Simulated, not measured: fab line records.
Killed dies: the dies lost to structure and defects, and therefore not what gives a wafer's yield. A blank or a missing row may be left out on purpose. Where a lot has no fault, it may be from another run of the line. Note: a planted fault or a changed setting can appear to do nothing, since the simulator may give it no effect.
fab line records	flow n5Finfet
record: lots: 7	wafers: 21
route steps=1938 shown BEOL_M14@1744 MIM_TOP@1838 PASSIVATION@1930
startH: hours from the record's first day to the start of the lot's first wafer shown	waitH: hours elapsed since this lot's preceding step	" identical to the entry in the row above	L1.1+2: a single row standing in for several wafers	- no value, or no start was given	* or withheld: withheld	< > ~ a bound
route shown NAME@n: a module of which the file shows steps, and the number in the route of the first	usual: mean/standard deviation taken from wafers without a fault	same: alike in all rows	chamber/n: place in a boat	sites: the reading at each site	_std_site: standard deviation of those values	_edge_site: inner sites' mean taken away from outer sites' mean	radiusMm: how far each site lies from the wafer's centre	mask NAME#n: copy n	behind: tool/chamber where the wafer was last shaped	hold: the reason the lot was held/the length of the hold in hours/how it ended	device: the transistor (n, p or np) that didn't switch	end of line: at the end of the route, the tests of the same wafers	where a step has no rows: the recipe by itself	killed: at the first sort, the dies lost to defects and structure; wafer yield is something else	map: a wafer's dies, marking killed ones x, the rest . and places with no die _
set.NAME: setting as actually run; set.NAME@STEP: the setting as run at that earlier step	model.NAME: the simulator's own value behind a step, which no gauge read
lots run with intentionally changed settings; tables by step, rows by wafer
== steps ==
step: N5_BEOL_M14_DEVELOP_27
recipe: developTimeS: 45	rinseLiquid: diw	dry: airSpin	devTempC: 21
lot.wafer	tool	chamber	startH	waitH	set.developTimeS
L079.1+4	lithoTrack-03	0	-	-	45
L079.5	"	0	"	"	42.01
L081.2+3	lithoTrack-02	0	-	-	53.76
L081.6	"	0	"	"	45
L083.1+5	lithoTrack-03	0	-	-	45
L083.3	"	0	"	"	48.29
L090.1+5+6	lithoTrack-02	0	-	-	45
L091.1+5	lithoTrack-04	0	-	-	45
L091.2	"	0	"	"	54.41
L086.3+5	lithoTrack-02	0	-	-	54.16
L086.6	"	0	"	"	45
L092.4+5+6	lithoTrack-04	0	-	-	45
step: N5_BEOL_M14_HARDBAKE_32
recipe: tempC: 130	timeS: 120
step: N5_BEOL_M14_CD_MEAS_28
recipe: targetCdNm: 284.4	landingEnergyEv: 500	detector: seInlens
usual: cdNm: 284.4/1.8
lot.wafer	tool	chamber	startH	waitH	set.pebTempC@BEOL_M14_PEB_26	cdNm
L079.1	cdSem-01	0	340.44	-	130	285.3
L079.4	"	0	"	"	130	283.9
L079.5	"	0	"	"	132.2	292.7
L081.2	cdSem-02	0	360.11	-	132.3	296.5
L081.3	"	0	"	"	130	285.8
L081.6	"	0	"	"	130	284.5
L083.1	cdSem-01	0	385.20	-	127.4	273.4
L083.3	"	0	"	"	127.4	269.2
L083.5	"	0	"	"	130	285.0
L090.1	cdSem-03	0	419.19	-	132.6	293.6
L090.5	"	0	"	"	132.6	295.4
L090.6	"	0	"	"	132.6	294.3
L091.1	cdSem-01	0	421.94	-	130	285.4
L091.2	"	0	"	"	130	285.4
L091.5	"	0	"	"	127.2	269.6
L086.3	cdSem-01	0	430.56	-	128.2	278.3
L086.5	"	0	"	"	130	288.8
L086.6	"	0	"	"	130	284.7
L092.4	cdSem-03	0	448.10	-	130	286.5
L092.5	"	0	"	"	130	285.4
L092.6	"	0	"	"	130	284.0
step: N5_BEOL_M14_DESCUM_33
recipe: chemistry: O2	timeS: 7.9	sourcePowerW: 50	biasPowerW: 20	pressureMtorr: 20	rfFrequencyHz: 2.712e+07	tempC: 40	o2FlowSccm: 225
lot.wafer	tool	chamber	startH	waitH	set.pebTempC@BEOL_M14_PEB_26	model.BEOL_M14.cdNm
L079.1	rieDiel-05	0	340.53	0.0	130	285.6
L079.4	"	1	"	"	130	284
L079.5	"	2	"	"	132.2	292.6
L081.2	rieDiel-05	1	360.20	0.0	132.3	296.6
L081.3	"	0	"	"	130	285.8
L081.6	"	2	"	"	130	284.4
L083.1	rieDiel-02	1	385.29	0.0	127.4	273.2
L083.3	"	0	"	"	127.4	269.2
L083.5	"	3	"	"	130	285.6
L090.1	rieDiel-02	0	419.47	0.2	132.6	294
L090.5	"	3	"	"	132.6	295.6
L090.6	"	2	"	"	132.6	294.6
L091.1	rieDiel-03	3	422.35	0.3	130	285.2
L091.2	"	1	"	"	130	285.6
L091.5	"	0	"	"	127.2	269.4
L086.3	rieDiel-05	2	430.65	0.0	128.2	278
L086.5	"	3	"	"	130	289.2
L086.6	"	0	"	"	130	284.6
L092.4	rieDiel-05	1	448.19	0.0	130	286.6
L092.5	"	0	"	"	130	285.2
L092.6	"	1	"	"	130	284
step: N5_BEOL_M14_ETCH_67
recipe: chemistry: CF4	target: SiARC	targetDepthA: 1430	timeS: 238.3	ionEnergyEv: 80	pressureMtorr: 40	sourceW: 545	biasW: 36	Ar_flow_sccm: 100	cf4FlowSccm: 100	ends: cleared
lot.wafer	tool	chamber	startH	waitH	set.pebTempC@BEOL_M14_PEB_26	model.BEOL_M14.cdNm
L079.1	rieDiel-05	0	340.56	0.0	130	281.4
L079.4	"	1	"	"	130	279.2
L079.5	"	2	"	"	132.2	288.4
L081.2	rieDiel-05	1	360.23	0.0	132.3	293
L081.3	"	0	"	"	130	281.6
L081.6	"	2	"	"	130	280.4
L083.1	rieDiel-02	1	385.32	0.0	127.4	269.2
L083.3	"	0	"	"	127.4	265
L083.5	"	3	"	"	130	280.6
L090.1	rieDiel-02	0	419.51	0.0	132.6	289.6
L090.5	"	3	"	"	132.6	290.4
L090.6	"	2	"	"	132.6	289.2
L091.1	rieDiel-03	3	422.39	0.0	130	281
L091.2	"	1	"	"	130	282.4
L091.5	"	0	"	"	127.2	264.6
L086.3	rieDiel-05	2	430.69	0.0	128.2	274
L086.5	"	3	"	"	130	284.6
L086.6	"	0	"	"	130	280.2
L092.4	rieDiel-05	1	448.22	0.0	130	281.6
L092.5	"	0	"	"	130	280.4
L092.6	"	1	"	"	130	279
step: N5_BEOL_M14_ETCH_68
recipe: chemistry: N2/H2	target: SOC	maskMaterial: SiARC	sourceW: 3000	biasW: 350	tempC: 40	timeS: 450	ionEnergyEv: 200	pressureMtorr: 30	n2FlowSccm: 200	h2FlowSccm: 200
lot.wafer	tool	chamber	startH	waitH	set.pebTempC@BEOL_M14_PEB_26	model.BEOL_M14.cdNm
L079.1	rieDiel-05	0	340.71	0.1	130	281.6
L079.4	"	1	"	"	130	279.4
L079.5	"	2	"	"	132.2	287.8
L081.2	rieDiel-05	1	360.38	0.1	132.3	293.8
L081.3	"	0	"	"	130	280.4
L081.6	"	2	"	"	130	279.6
L083.1	rieDiel-02	1	385.47	0.1	127.4	269
L083.3	"	0	"	"	127.4	262.8
L083.5	"	3	"	"	130	282.4
L090.1	rieDiel-02	0	419.65	0.1	132.6	287
L090.5	"	3	"	"	132.6	291
L090.6	"	2	"	"	132.6	288.4
L091.1	rieDiel-03	3	422.53	0.1	130	281.6
L091.2	"	1	"	"	130	282.6
L091.5	"	0	"	"	127.2	265.8
L086.3	rieDiel-05	2	430.84	0.1	128.2	273.4
L086.5	"	3	"	"	130	285.8
L086.6	"	0	"	"	130	282.6
L092.4	rieDiel-05	1	448.37	0.1	130	284.4
L092.5	"	0	"	"	130	281
L092.6	"	1	"	"	130	282.6
step: N5_BEOL_M14_SPUTTER_43
recipe: material: TaN	targetThkA: 150	tempC: 50	biasV: 168.6	powerW: 15000	chamberPressurePa: 0.12	timeS: 24.19
lot.wafer	tool	chamber	startH	waitH	set.powerW	model.TaN_of_BEOL_M14_SPUTTER_43.thkNm
L079.1+4+5	pvdSputter-02	-	343.37	0.0	15000	15
L081.2	pvdSputter-02	-	364.52	0.0	15000	15
L081.3	"	-	"	"	15000	14.8
L081.6	"	-	"	"	13660	13.4
L083.1	pvdSputter-01	-	391.74	0.0	15000	15
L083.3+5	"	-	"	"	15000	15.2
L090.1	pvdSputter-03	-	421.58	0.0	15000	14.8
L090.5	"	-	"	"	15000	15.2
L090.6	"	-	"	"	16470	16.4
L091.1	pvdSputter-01	-	427.51	0.0	15000	15.2
L091.2	"	-	"	"	12940	13
L091.5	"	-	"	"	15000	14.8
L086.3	pvdSputter-01	-	434.31	0.0	15000	15.2
L086.5+6	"	-	"	"	15000	15
L092.4+5+6	pvdSputter-03	-	452.85	0.0	15000	15
step: N5_MIM_TOP_SPUTTER_03
recipe: material: TiN	targetThkA: 350	tempC: 200	powerW: 3000	chamberPressurePa: 0.49996	gas: Ar	reactivePartialPa: 0.37997	timeS: 89.7
lot.wafer	tool	chamber	startH	waitH	set.powerW	model.TiN_of_MIM_TOP_SPUTTER_03.thkNm
L079.1	pvdSputter-01	-	357.69	0.0	3477	41.2
L079.4	"	-	"	"	3477	41.6
L079.5	"	-	"	"	3477	41.4
L081.2	pvdSputter-01	-	376.03	0.0	3000	35.6
L081.3	"	-	"	"	3280	38.6
L081.6	"	-	"	"	3280	38.4
L083.1	pvdSputter-02	-	400.00	0.0	2644	30.8
L083.3+5	"	-	"	"	3000	35.2
L090.1	pvdSputter-01	-	433.49	0.0	3000	35.4
L090.5	"	-	"	"	2607	30.8
L090.6	"	-	"	"	2607	30.6
L091.1	pvdSputter-03	-	439.00	0.0	3403	39.2
L091.2	"	-	"	"	3000	34.6
L091.5	"	-	"	"	3000	34.8
L086.3	pvdSputter-02	-	444.55	0.0	3272	38
L086.5	"	-	"	"	3000	34.4
L086.6	"	-	"	"	3000	34.6
L092.4	pvdSputter-03	-	462.95	0.0	3000	35.4
L092.5	"	-	"	"	3000	35.6
L092.6	"	-	"	"	3000	35.2
step: N5_PASSIVATION_ETCH_54
recipe: chemistry: CHF3/O2	target: SiO2	targetDepthA: 8800	CHF3_flow_sccm: 50	O2_flow_sccm: 5	Ar_flow_sccm: 200	timeS: 440	maskMaterial: PR	pressureMtorr: 30	sourceW: 650	biasW: 170	ionEnergyEv: 200
lot.wafer	tool	chamber	startH	waitH	set.timeS	model.PASSIVATION.featureDepthNm	model.etch.depthNm
L079.1	rieDiel-05	2	367.83	0.1	356.6	707.4	707.4
L079.4	"	3	"	"	356.6	712.6	712.7
L079.5	"	1	"	"	440	878.2	878.3
L081.2	rieDiel-05	1	382.93	0.1	413.7	823.6	823.6
L081.3	"	0	"	"	440	892.2	892.1
L081.6	"	0	"	"	440	900.4	900.4
L083.1	rieDiel-03	3	408.29	0.1	362.7	753	752.9
L083.3	"	2	"	"	440	893.4	893.4
L083.5	"	1	"	"	440	901.4	901.3
L090.1	rieDiel-05	1	441.45	0.1	440	888.8	888.8
L090.5	"	3	"	"	440	880.4	880.3
L090.6	"	2	"	"	440	866.2	866.2
L091.1	rieDiel-02	3	446.50	0.1	513.3	1039	1039
L091.2	"	0	"	"	440	855	855.1
L091.5	"	2	"	"	440	868	867.9
L086.3	rieDiel-05	0	453.95	0.1	361.6	737.4	737.3
L086.5	"	3	"	"	361.6	716.2	716.2
L086.6	"	2	"	"	440	870.4	870.4
L092.4	rieDiel-02	0	471.92	0.1	440	840.8	840.8
L092.5	"	3	"	"	440	892.6	892.5
L092.6	"	1	"	"	440	864.6	864.6
== key ==
split: step: N5_BEOL_M14_DEVELOP_27	setting: developTimeS	stated: 45	by: wafer
response none clear
split: step: N5_BEOL_M14_SPUTTER_43	setting: powerW	stated: 15000	by: wafer
response: step: N5_BEOL_M14_SPUTTER_43	reading: model.TaN_of_BEOL_M14_SPUTTER_43.thkNm	change: +0.15	per: 1%	r: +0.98
split: step: N5_MIM_TOP_SPUTTER_03	setting: powerW	stated: 3000	by: wafer
response: step: N5_MIM_TOP_SPUTTER_03	reading: model.TiN_of_MIM_TOP_SPUTTER_03.thkNm	change: +0.352	per: 1%	r: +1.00
split: step: N5_PASSIVATION_ETCH_54	setting: timeS	stated: 440	by: wafer
response: step: N5_PASSIVATION_ETCH_54	reading: model.PASSIVATION.featureDepthNm	change: +8.99	per: 1%	r: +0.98
response: step: N5_PASSIVATION_ETCH_54	reading: model.etch.depthNm	change: +8.99	per: 1%	r: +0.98
split outsideThisFile step=N5_BEOL_M14_PEB_26 setting=pebTempC
split outsideThisFile: this setting was split too, and the file shows its column; the key of that split is in another file
